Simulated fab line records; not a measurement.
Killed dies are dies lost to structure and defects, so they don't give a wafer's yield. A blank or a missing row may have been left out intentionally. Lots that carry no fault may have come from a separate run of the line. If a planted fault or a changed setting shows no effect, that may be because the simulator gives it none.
Which of the tools did it?	flow nand harc	7 lots, 20 wafers sampled, at 5 steps of a route of 1159

== WHAT EACH GAUGE READ, for each wafer ==
NHARC_END_SORT_01.
lot	measured	on	killed at array

== WHAT TOOL EACH LOT RAN ON (gives the tool, then ch and the chambers of the sampled wafers, and finally the start) ==
lot	NHARC_A_CONTACT_ETCH_132	NHARC_A_CONTACT_ETCH_133	NHARC_A_CONTACT_SOFTBAKE_03	NHARC_A_CONTACT_ETCH_88
L387	har cap etch-02 ch 0,1, day 17 02:55	har cap etch-02 ch 0,1, day 17 03:04	litho track-04 ch 0, day 17 08:00	rie diel-03 ch 1,2, day 17 08:41
L392	har cap etch-01 ch 0,1, day 17 16:16	har cap etch-01 ch 0,1, day 17 16:25	litho track-01 ch 0, day 17 19:00	rie diel-07 ch 0,2, day 17 20:19
L391	har cap etch-02 ch 0,1, day 18 01:22	har cap etch-02 ch 0,1, day 18 01:32	litho track-06 ch 0, day 18 07:00	rie diel-07 ch 0,1, day 18 07:59
L393	har cap etch-01 ch 0,1, day 18 12:05	har cap etch-01 ch 0,1, day 18 12:13	litho track-06 ch 0, day 18 16:00	rie diel-07 ch 0,1, day 18 17:11
L396	har cap etch-02 ch 0,1, day 19 12:07	har cap etch-02 ch 0,1, day 19 12:22	litho track-04 ch 0, day 19 17:00	rie diel-06 ch 0,1,3, day 19 17:52
L399	har cap etch-02 ch 0,1, day 19 16:35	har cap etch-02 ch 0,1, day 19 16:49	litho track-01 ch 0, day 19 21:00	rie diel-07 ch 0,1, day 19 22:24
L404	har cap etch-02 ch 1, day 21 11:00	har cap etch-02 ch 1, day 21 11:13	litho track-01 ch 0, day 21 14:00	rie diel-06 ch 1,3, day 21 15:20
- NHARC_A_CONTACT_ETCH_132: etches the open film in C4F8/O2/Ar, time 156 s, target depth 958 nm.
- NHARC_A_CONTACT_ETCH_133: etches the open film in C4F8/O2/Ar, time 195 s, target depth 840 nm.
- NHARC_A_CONTACT_SOFTBAKE_03: time 55 s.
- NHARC_A_CONTACT_ETCH_88: etches the open film in CF4, target depth 39 nm, time 65 s.

== THE ANSWER, worked out from the rows above alone ==
Rule: the usual values come from the lots themselves. Put in order of their means at a reading, lots are off if they are a third of the lots or fewer, leave a main group of 4 or more, and stand apart from it by a gap of 3 or more times the standard deviation of the main group's means; of several such gaps the widest counts. A main group is skipped when, at the precision printed for the reading in the tables above, its means are all equal. A lot without any number at a reading at which 4 lots or more have one is off too. Where the step has rows for the other lots, those lots are counted as sound.
Across all readings shown, no lot is off: no conclusion can be drawn from this.

== WHAT HAD BEEN PUT IN BY THE SIMULATOR ==
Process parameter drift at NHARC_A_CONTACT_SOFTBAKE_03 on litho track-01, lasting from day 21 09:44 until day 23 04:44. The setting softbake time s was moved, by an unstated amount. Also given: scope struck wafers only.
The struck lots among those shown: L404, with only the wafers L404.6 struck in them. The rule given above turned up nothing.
